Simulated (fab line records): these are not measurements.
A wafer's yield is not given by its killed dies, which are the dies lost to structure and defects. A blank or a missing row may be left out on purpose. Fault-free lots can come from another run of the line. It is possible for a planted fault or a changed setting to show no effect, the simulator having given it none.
The same fault as seen by 2 desks | flow n5_finfet | every desk sees just its own numbers, and what lay behind them comes last

## DESK OF THE TOOL OWNER: rie_metal-03
The tool's own readings at N5_GATE_CUT_ETCH_56 (etches TiN in Cl2/Ar, target depth 21.6 nm): means of the sampled wafers that have a number, for each lot that ran on this tool. A lot is out of limits, marked OUT, if its mean lies more than 4 standard deviations from the usual mean; the brackets give that distance.
Columns: A = drypump_motor_current_A at N5_GATE_CUT_ETCH_56, usual 5.61 A; B = he_backside_leak_sccm at N5_GATE_CUT_ETCH_56, usual 3.5 sccm; C = mfc_ar_sccm at N5_GATE_CUT_ETCH_56, usual 59.99 sccm; D = oes_product_au at N5_GATE_CUT_ETCH_56, usual 0.76 a.u.; E = rf_fwd_power_W at N5_GATE_CUT_ETCH_56, usual 595.0 W; F = throttle_valve_pct at N5_GATE_CUT_ETCH_56, usual 20.9 %
lot  | first seen here | A    | B   | C     | D    | E               | F
L825 | day 4 20:52     | 5.49 | 3.6 | 59.92 | 0.79 | 597.2           | 20.7
L835 | day 6 23:05     | 5.25 | 3.6 | 60.19 | 0.86 | 594.8           | 20.6
L836 | day 7 06:07     | 5.27 | 3.4 | 59.92 | 0.87 | 595.0           | 20.6
L837 | day 7 14:31     | 5.49 | 3.4 | 60.07 | 0.83 | 499.9 (-50) OUT | 20.6
L838 | day 7 17:22     | 5.27 | 3.5 | 59.63 | 0.75 | 451.4 (-76) OUT | 20.7
This desk finds L837, L838 out of limits, L837 being first, at day 7 14:31 (rf_fwd_power_W at N5_GATE_CUT_ETCH_56). In limits: L825, L835, L836.

## FROM THE METROLOGY DESK
What the gauges read for every lot (on any tool): the sampled wafers with a number, averaged. A lot is out of limits, marked OUT, if its mean lies more than 4 standard deviations from the usual mean; the brackets give that distance. 7 of its 10 readings are shown, namely those furthest out on some lot.
Columns: A = DIBL_N at N5_BEOL_M4_RC_MEAS_101, usual 36.4 mV/V; B = IOFF_N at N5_BEOL_M4_RC_MEAS_101, usual 0.159 nA/um; C = IOFF_P at N5_BEOL_M4_RC_MEAS_101, usual 0.21 nA/um; D = ION_N at N5_BEOL_M4_RC_MEAS_101, usual 670 uA/um; E = ION_P at N5_BEOL_M4_RC_MEAS_101, usual 459 uA/um; F = SS_N at N5_BEOL_M4_RC_MEAS_101, usual 71.5 mV/dec; G = VT_P at N5_BEOL_M4_RC_MEAS_101, usual -250 mV
lot  | first seen here | A    | B     | C    | D   | E   | F    | G
L825 | day 8 20:48     | 36.3 | 0.156 | 0.20 | 668 | 455 | 71.3 | -252
L828 | day 9 17:08     | 38.4 | 0.218 | 0.27 | 693 | 473 | 72.4 | -245
L835 | day 11 11:47    | 37.1 | 0.168 | 0.19 | 672 | 455 | 71.9 | -254
L836 | day 11 20:03    | 35.7 | 0.136 | 0.19 | 659 | 455 | 70.9 | -253
L837 | day 12 08:26    | 36.3 | 0.140 | 0.20 | 663 | 460 | 71.3 | -250
L838 | day 12 14:15    | 38.5 | 0.197 | 0.22 | 684 | 459 | 72.0 | -250
L841 | day 13 00:02    | 33.8 | 0.131 | 0.18 | 664 | 460 | 70.4 | -250
L846 | day 13 23:15    | 37.0 | 0.152 | 0.17 | 666 | 450 | 71.8 | -258
L848 | day 14 23:20    | 34.2 | 0.137 | 0.23 | 663 | 466 | 71.2 | -246
Result from this desk: across the 9 lots, nothing is out of limits.

## ALL TOGETHER
On L837, L838, at day 7 14:31, an alarm was possible from the tool owner's desk.
From the metrology desk's view, nothing was out of limits.
The metrology desk holds a record of L837, L838, inside its limits.
Every lot named ran N5_GATE_CUT_ETCH_56 on rie_metal-03.

## WHAT HAD BEEN PUT IN BY THE SIMULATOR
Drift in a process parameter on rie_metal-03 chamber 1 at N5_GATE_CUT_ETCH_56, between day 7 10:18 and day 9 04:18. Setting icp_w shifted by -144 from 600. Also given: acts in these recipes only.
Struck lots among those shown: L837, L838.
Delay in hours, fault start to first out-of-limits reading, by desk: the tool owner's desk at 4.
